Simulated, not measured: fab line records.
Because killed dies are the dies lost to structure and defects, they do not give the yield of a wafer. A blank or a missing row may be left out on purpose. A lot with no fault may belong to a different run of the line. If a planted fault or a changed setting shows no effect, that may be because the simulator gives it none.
fab line records	flow n5_finfet
[record] lots = 13	wafers = 39	last_day = 20
route steps=1938 shown GATE_CUT@506 TV_OPEN@1887 PAD_METAL@1894 PASSIVATION@1936
lots with no fault: from the same line, run without faults
start_h: hours from the record's first day to the start of the lot's first wafer shown	wait_h: hours since the lot's step before	" identical to the entry in the row above	L1.1+2: one row covering several wafers at once	- value missing, or start not given	* or withheld: withheld	< > ~ a bound
route shown NAME@n: NAME is a module with steps in the file, n the number in the route of the first one	usual: the fault-free wafers' mean and standard deviation	same: alike in all rows	chamber/n: place in a boat	sites: readings site by site	_std_site: how widely they spread, as a standard deviation	_edge_site: outer sites' mean less inner sites'	radius_mm: how far each site lies from the wafer's centre	mask NAME#n: copy n	behind: the most recent tool/chamber to have shaped the wafer	hold: cause of the lot's hold/its duration in hours/its outcome	device: whichever transistor did not switch (one of n, p or np)	end of line: tests of these same wafers at the route's end	a step given without rows: its recipe and nothing more	killed: count of dies lost to structure and defects at first sort (not the wafer's yield)	map: the dies of a wafer, with x for killed, . for not killed, _ for no die there
set.NAME: the run value of the setting; set.NAME@STEP: its run value at that earlier step	model.NAME: the simulator's own value behind a step, which no gauge read
route steps across a sampled set of lots; one table per step, one row per wafer
services: from which hour (start_h, from the record's first day; less than 0 if before it) a tool's chamber was out of use, for how many hours, and why
[[steps]]
[step N5_GATE_CUT_VAPOR_ETCH_51]
[recipe] chemistry = BCl3/Cl2	target = HfO2	mode = isotropic
[usual] drypump_motor_current_A = 5.4/0.46	oes_product_au = 0.76/0.11
lot.wafer	tool	chamber	start_h	wait_h	drypump_motor_current_A	oes_product_au
L313.1	rie_metal-03	0	93.95	0.0	6.0	0.63
L313.5	"	1	"	"	5.4	0.83
L313.6	"	0	"	"	6.0	0.63
L315.4	rie_metal-01	0	103.10	0.1	5.0	0.89
L315.5	"	0	"	"	5.0	0.89
L315.6	"	0	"	"	5.0	0.89
L316.1	rie_metal-02	1	109.24	0.0	5.0	0.67
L316.2	"	0	"	"	6.0	0.87
L316.6	"	1	"	"	5.0	0.67
L317.3	rie_metal-02	0	116.02	0.0	6.1	0.87
L317.5	"	1	"	"	5.0	0.67
L317.6	"	0	"	"	6.1	0.87
L318.3	rie_metal-01	1	123.87	0.0	5.0	0.61
L318.4	"	0	"	"	5.0	0.87
L318.6	"	1	"	"	5.0	0.61
L319.2	rie_metal-02	1	129.01	0.0	5.0	0.67
L319.5	"	1	"	"	5.0	0.67
L319.6	"	0	"	"	6.0	0.87
L321.2	rie_metal-02	0	141.27	0.0	6.1	0.86
L321.5	"	0	"	"	6.1	0.86
L321.6	"	1	"	"	5.0	0.67
L322.1	rie_metal-02	1	145.16	0.0	5.0	0.66
L322.3	"	1	"	"	5.0	0.66
L322.4	"	0	"	"	6.1	0.85
L323.1	rie_metal-03	0	148.91	0.0	6.0	0.63
L323.2	"	1	"	"	5.4	0.81
L323.5	"	1	"	"	5.4	0.80
L329.2	rie_metal-02	1	187.62	0.0	5.0	0.66
L329.4	"	0	"	"	6.1	0.84
L329.6	"	1	"	"	5.0	0.66
L330.3	rie_metal-03	1	193.37	0.0	5.4	0.80
L330.4	"	0	"	"	5.9	0.62
L330.5	"	1	"	"	5.4	0.80
L331.1	rie_metal-02	1	200.59	0.0	5.0	0.66
L331.2	"	0	"	"	6.1	0.84
L331.5	"	0	"	"	6.1	0.83
L334.1	rie_metal-01	0	218.82	0.0	5.0	0.84
L334.4	"	1	"	"	5.0	0.97
L334.6	"	0	"	"	5.0	0.84
[step N5_PASSIVATION_PASS_ETCH_74]
[recipe] chemistry = CF4/O2	target = SiNx	target_depth_a = 2200	time_s = 110	ion_energy_ev = 100	pressure_mtorr = 40	source_w = 535	bias_w = 49	Ar_flow_sccm = 100	cf4_flow_sccm = 100	O2_flow_sccm = 10
[usual] drypump_motor_current_A = 5.4/0.46	oes_product_au = 0.78/0.091	rf_fwd_power_W = 532.6/1.6	rf_vpp_V = 241.3/2.6	showerhead_plenum_p_Torr = 2.25/0.047	throttle_valve_pct = 15.99/0.17
[same] time_s = 110
lot.wafer	tool	chamber	start_h	wait_h	drypump_motor_current_A	oes_product_au	rf_fwd_power_W	rf_hours_counter_h	rf_vpp_V	showerhead_plenum_p_Torr	throttle_valve_pct
L313.1	rie_diel-02	0	306.10	0.0	5.0	0.66	532.9	235	243.2	2.26	16.21
L313.5	"	3	"	"	5.5	0.79	530.5	-	242.1	2.30	15.80
L313.6	"	1	"	"	5.1	0.72	536.7	-	238.6	2.28	15.85
L315.4	rie_diel-01	3	324.06	0.0	4.6	0.70	531.6	212	240.0	2.27	15.96
L315.5	"	0	"	"	5.5	0.72	533.6	-	242.9	2.28	15.90
L315.6	"	1	"	"	5.7	0.93	532.4	-	244.4	2.26	15.92
L316.1	rie_diel-04	3	325.77	0.0	5.7	0.73	532.3	185	238.7	2.19	15.96
L316.2	"	0	"	"	6.1	0.90	531.0	36	246.1	2.24	15.89
L316.6	"	3	"	"	5.6	0.73	534.0	-	238.9	2.19	15.95
L317.3	rie_diel-01	3	327.77	0.0	4.6	0.70	532.9	213	240.1	2.27	15.96
L317.5	"	1	"	"	5.7	0.92	531.2	-	245.0	2.26	15.90
L317.6	"	0	"	"	5.5	0.72	535.3	-	241.9	2.28	15.90
L319.2	rie_diel-01	0	334.03	0.0	5.5	0.73	531.5	191	242.2	2.28	15.91
L319.5	"	1	"	"	5.8	0.92	532.4	-	242.9	2.26	15.93
L319.6	"	2	"	"	5.0	0.73	535.9	-	236.9	2.19	16.22
L318.3	rie_diel-04	2	340.20	0.0	5.5	0.67	534.6	244	244.0	2.17	16.18
L318.4	"	1	"	"	6.1	0.90	534.4	23	243.3	2.34	15.72
L318.6	"	0	"	"	6.1	0.88	531.9	-	246.7	2.24	15.92
L321.2	rie_diel-01	0	356.60	0.0	5.5	0.73	529.6	198	242.0	2.28	15.91
L321.5	"	1	"	"	5.8	0.91	531.9	-	243.6	2.25	15.95
L321.6	"	0	"	"	5.5	0.71	533.3	-	243.4	2.28	15.92
L322.1	rie_diel-04	1	362.71	0.0	6.1	0.89	530.7	28	243.5	2.34	15.74
L322.3	"	0	"	"	6.1	0.88	532.1	45	244.9	2.24	15.94
L322.4	"	2	"	"	5.5	0.67	530.8	248	242.1	2.17	16.19
L323.1	rie_diel-01	1	378.48	0.0	5.7	0.89	531.7	34	242.1	2.25	15.95
L323.2	"	0	"	"	5.4	0.71	532.3	206	240.9	2.28	15.92
L323.5	"	2	"	"	4.9	0.72	534.4	-	236.9	2.19	16.25
L329.2	rie_diel-02	0	453.02	0.0	5.0	0.91	533.0	22	243.6	2.24	15.78
L329.4	"	1	"	"	5.1	0.69	533.9	233	238.6	2.27	15.95
L329.6	"	1	"	"	5.1	0.69	533.8	-	239.0	2.27	15.93
L331.1	rie_diel-01	2	454.10	0.0	5.0	0.70	532.4	231	237.7	2.18	16.31
L331.2	"	0	"	"	5.5	0.69	529.1	226	240.9	2.27	15.95
L331.5	"	2	"	"	5.0	0.70	533.2	-	238.8	2.18	16.30
L330.3	rie_diel-01	2	455.18	0.0	5.0	0.70	531.3	232	237.2	2.18	16.29
L330.4	"	0	"	"	5.5	0.69	533.7	227	242.3	2.27	15.96
L330.5	"	2	"	"	5.0	0.70	532.4	-	236.6	2.18	16.28
L334.1	rie_diel-04	2	471.91	0.0	5.5	0.88	534.0	25	242.6	2.16	15.80
L334.4	"	3	"	"	5.7	0.70	535.9	229	239.0	2.18	16.04
L334.6	"	0	"	"	6.1	0.83	531.7	-	244.3	2.23	16.01
[step N5_PASSIVATION_PRE_CLEAN_19]
[recipe] gas = H2/He	time_s = *	temp_c = *
[usual] heater_power_w = 440/59
[same] time_s = *
lot.wafer	tool	chamber	start_h	wait_h	heater_power_w
L313.1	pvd_sputter-03	-	307.13	0.0	593
L313.5	"	-	"	"	347
L313.6	"	-	"	"	439
L315.4	pvd_sputter-01	-	325.62	0.0	423
L315.5	"	-	"	"	399
L315.6	"	-	"	"	431
L316.1	pvd_sputter-03	-	327.19	0.0	437
L316.2	"	-	"	"	568
L316.6	"	-	"	"	565
L317.3	pvd_sputter-02	-	328.56	0.0	391
L317.5	"	-	"	"	492
L317.6	"	-	"	"	448
L319.2	pvd_sputter-03	-	334.71	0.0	583
L319.5	"	-	"	"	562
L319.6	"	-	"	"	384
L318.3	pvd_sputter-01	-	341.13	0.0	448
L318.4	"	-	"	"	490
L318.6	"	-	"	"	420
L321.2	pvd_sputter-02	-	357.92	0.0	491
L321.5	"	-	"	"	437
L321.6	"	-	"	"	400
L322.1	pvd_sputter-03	-	363.43	0.0	345
L322.3	"	-	"	"	396
L322.4	"	-	"	"	558
L323.1	pvd_sputter-01	-	379.65	0.0	441
L323.2	"	-	"	"	417
L323.5	"	-	"	"	433
L329.2	pvd_sputter-01	-	454.43	0.0	444
L329.4	"	-	"	"	416
L329.6	"	-	"	"	405
L331.1	pvd_sputter-01	-	455.13	0.0	408
L331.2	"	-	"	"	496
L331.5	"	-	"	"	401
L330.3	pvd_sputter-03	-	456.08	0.0	573
L330.4	"	-	"	"	391
L330.5	"	-	"	"	558
L334.1	pvd_sputter-03	-	472.84	0.0	384
L334.4	"	-	"	"	572
L334.6	"	-	"	"	442
[step N5_PASSIVATION_PROBE_49]
[usual] killed_at_M0_to_M3 = 36/11	killed_at_M4_up = 13/5.1	killed_at_contacts = 14/4.9	killed_at_front_end = 41/10	killed_at_other = 3.4/2.6	killed_dies = 107/16	killed_open = 70/11	killed_short = 36/7.8
[same] gross_dies = 1180	killed_at_back_side = 0
lot.wafer	tool	chamber	start_h	wait_h	killed_at_M0_to_M3	killed_at_M4_up	killed_at_contacts	killed_at_front_end	killed_at_other	killed_dies	killed_open	killed_short
L317.3	prober-02	-	334.78	0.1	55	11	12	30	0	108	79	29
L317.5	prober-02	-	334.88	0.2	33	9	16	39	2	99	76	22
L317.6	prober-02	-	334.93	0.3	29	16	23	26	1	95	60	35
L321.2	prober-01	-	363.81	0.1	23	20	13	53	4	113	63	46
L321.5	prober-01	-	363.96	0.2	27	14	14	42	2	99	66	32
L321.6	prober-01	-	364.01	0.3	23	6	11	47	2	89	59	29
L329.2	prober-02	-	460.43	0.1	45	11	9	172	4	241	74	28
L329.4	prober-02	-	460.53	0.2	25	5	9	40	1	80	51	27
L329.6	prober-02	-	460.63	0.3	40	11	15	182	0	248	65	36
L331.1	prober-01	-	461.03	0.0	34	14	8	183	4	243	62	33
L331.2	prober-01	-	461.08	0.1	39	15	5	31	0	90	57	31
L331.5	prober-01	-	461.23	0.2	47	19	17	37	3	123	80	40
// killed by level:class
L317.3 BEOL_M0_SAQP:geometric_particle:open=21 BEOL_M0_SAQP:geometric_particle:short=13 STI_FIN_REVEAL:geometric_particle:open=12 MOL_CONTACT_COAG:geometric_particle:open=12 BEOL_M3:geometric_particle:open=8 BEOL_M2:geometric_particle:open=6 BEOL_M3:geometric_particle:short=4 FIN_SAQP:geometric_particle:open=3
L317.5 MOL_CONTACT_COAG:geometric_particle:open=14 STI_FIN_REVEAL:geometric_particle:open=12 FIN_SAQP:geometric_particle:open=11 BEOL_M3:geometric_particle:open=9 BEOL_M2:geometric_particle:open=6 BEOL_M0_SAQP:geometric_particle:open=5 STI_FIN_REVEAL:geometric_particle:short=4 GATE_CUT:geometric_particle:short=4
L317.6 MOL_CONTACT_COAG:geometric_particle:open=17 STI_FIN_REVEAL:geometric_particle:open=12 BEOL_M0_SAQP:geometric_particle:short=8 MOL_CONTACT_COAG:geometric_particle:short=6 BEOL_M3:geometric_particle:open=6 BEOL_M0_SAQP:geometric_particle:open=5 BEOL_M4:geometric_particle:open=5 STI_FIN_REVEAL:geometric_particle:short=3
L321.2 STI_FIN_REVEAL:geometric_particle:open=21 MOL_CONTACT_COAG:geometric_particle:open=10 BEOL_M4:geometric_particle:open=10 BEOL_M2:geometric_particle:short=7 FIN_SAQP:geometric_particle:short=6 GATE_CUT:geometric_particle:short=6 STI_FIN_REVEAL:geometric_particle:short=5 BEOL_M3:geometric_particle:open=5
L321.5 BEOL_M3:geometric_particle:open=12 MOL_CONTACT_COAG:geometric_particle:open=10 FIN_SAQP:geometric_particle:open=8 FIN_SAQP:geometric_particle:short=8 DUMMY_GATE:geometric_particle:open=6 BEOL_M4:geometric_particle:open=6 STI_FIN_REVEAL:geometric_particle:open=4 GATE_CUT:geometric_particle:short=4
L321.6 FIN_SAQP:geometric_particle:open=11 STI_FIN_REVEAL:geometric_particle:open=10 MOL_CONTACT_COAG:geometric_particle:open=10 BEOL_M3:geometric_particle:short=9 FIN_SAQP:geometric_particle:short=4 BEOL_M3:geometric_particle:open=4 BEOL_M1:geometric_particle:open=4 STI_FIN_REVEAL:geometric_particle:short=3
L329.2 GATE_CUT:unspecified=136 FIN_SAQP:geometric_particle:open=14 BEOL_M2:geometric_particle:open=11 BEOL_M3:geometric_particle:open=8 FIN_SAQP:geometric_particle:short=7 MOL_CONTACT_COAG:geometric_particle:open=7 BEOL_M0_SAQP:geometric_particle:open=7 BEOL_M1:geometric_particle:open=6
L329.4 STI_FIN_REVEAL:geometric_particle:open=8 MOL_CONTACT_COAG:geometric_particle:open=8 FIN_SAQP:geometric_particle:short=7 BEOL_M2:geometric_particle:open=6 GATE_CUT:geometric_particle:short=6 BEOL_M3:geometric_particle:open=5 BEOL_M0_SAQP:geometric_particle:open=4 BEOL_M1:geometric_particle:open=4
L329.6 GATE_CUT:unspecified=144 MOL_CONTACT_COAG:geometric_particle:open=12 FIN_SAQP:geometric_particle:open=11 BEOL_M3:geometric_particle:open=9 BEOL_M0_SAQP:geometric_particle:short=8 FIN_SAQP:geometric_particle:short=7 BEOL_M0_SAQP:geometric_particle:open=7 GATE_CUT:geometric_particle:open=5
L331.1 GATE_CUT:unspecified=146 STI_FIN_REVEAL:geometric_particle:open=11 BEOL_M0_SAQP:geometric_particle:short=8 MOL_CONTACT_COAG:geometric_particle:open=6 BEOL_M0_SAQP:geometric_particle:open=6 BEOL_M2:geometric_particle:open=6 BEOL_M3:geometric_particle:open=5 BEOL_M4:geometric_particle:open=5
L331.2 BEOL_M0_SAQP:geometric_particle:short=12 BEOL_M0_SAQP:geometric_particle:open=11 STI_FIN_REVEAL:geometric_particle:open=8 DUMMY_GATE:geometric_particle:open=6 GATE_CUT:geometric_particle:open=5 MOL_CONTACT_COAG:geometric_particle:open=5 BEOL_M1:geometric_particle:open=5 BEOL_M0:geometric_particle:open=4
L331.5 MOL_CONTACT_COAG:geometric_particle:open=13 BEOL_M0_SAQP:geometric_particle:short=13 BEOL_M0_SAQP:geometric_particle:open=11 BEOL_M4:geometric_particle:open=8 STI_FIN_REVEAL:geometric_particle:open=8 BEOL_M3:geometric_particle:short=8 DUMMY_GATE:geometric_particle:open=7 FIN_SAQP:geometric_particle:short=6
[[services]]
tool	chamber	start_h	hours	kind
pvd_sputter-03	-	76.58	9.8	repair
rie_diel-04	3	87.56	2.5	repair
rie_metal-01	1	92.32	11.1	repair
rie_metal-01	-	92.95	2.8	pm
rie_diel-02	0	100.91	6.0	repair
pvd_sputter-01	-	112.49	2.9	repair
rie_diel-02	2	137.47	6.3	repair
rie_metal-01	1	154.16	10.1	repair
rie_diel-02	3	164.68	12.2	repair
rie_metal-01	-	169.85	1.4	pm
rie_diel-04	1	180.16	11.0	repair
rie_diel-02	-	195.75	0.3	repair
rie_diel-02	3	210.60	4.7	repair
rie_metal-02	-	251.55	0.3	repair
rie_metal-03	-	274.07	1.4	pm
rie_diel-01	1	291.76	3.0	repair
rie_diel-01	3	342.61	28.4	repair
rie_diel-01	-	343.93	0.2	repair
rie_metal-02	-	348.74	14.6	pm
rie_diel-01	-	383.87	4.3	pm
rie_diel-04	2	404.85	1.6	repair
rie_diel-01	-	413.97	2.1	repair
rie_metal-02	-	431.06	2.8	pm
rie_diel-04	-	436.28	2.6	repair
[[key]]
[first_sign] step = N5_PASSIVATION_PROBE_49	reading = killed_at_front_end	direction = up	sigmas = 14	usual = 41	struck = 179
[effect] step = N5_PASSIVATION_PROBE_49	reading = killed_dies	direction = up	sigmas = 8.6	usual = 107	struck = 244
[more_kills_born_at] N5_GATE_CUT_VAPOR_ETCH_51@rie_metal-02 = 426
met_at N5_GATE_CUT_VAPOR_ETCH_51
struck_lots L329,L331
struck_wafers L329.2,L329.6,L331.1
tester_left_out L329,L331
not_acting_at N5_PASSIVATION_PASS_ETCH_74,N5_PASSIVATION_PRE_CLEAN_19
onset_between 145.16 187.62
[fault] kind = chamber_particle_source	tool = rie_metal-02	chamber = 1	onset_h = 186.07	steps = N5_GATE_CUT_VAPOR_ETCH_51	rate_per_visit_cm2 = 1.57	end_h = 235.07
// tester_left_out: of these lots the tester's yield and bins aren't shown, on N5 and GAA mostly nor the transistor test; their killed dies are dies lost to structure and defects alone, not to doping, threshold or leakage, so they don't give the yield
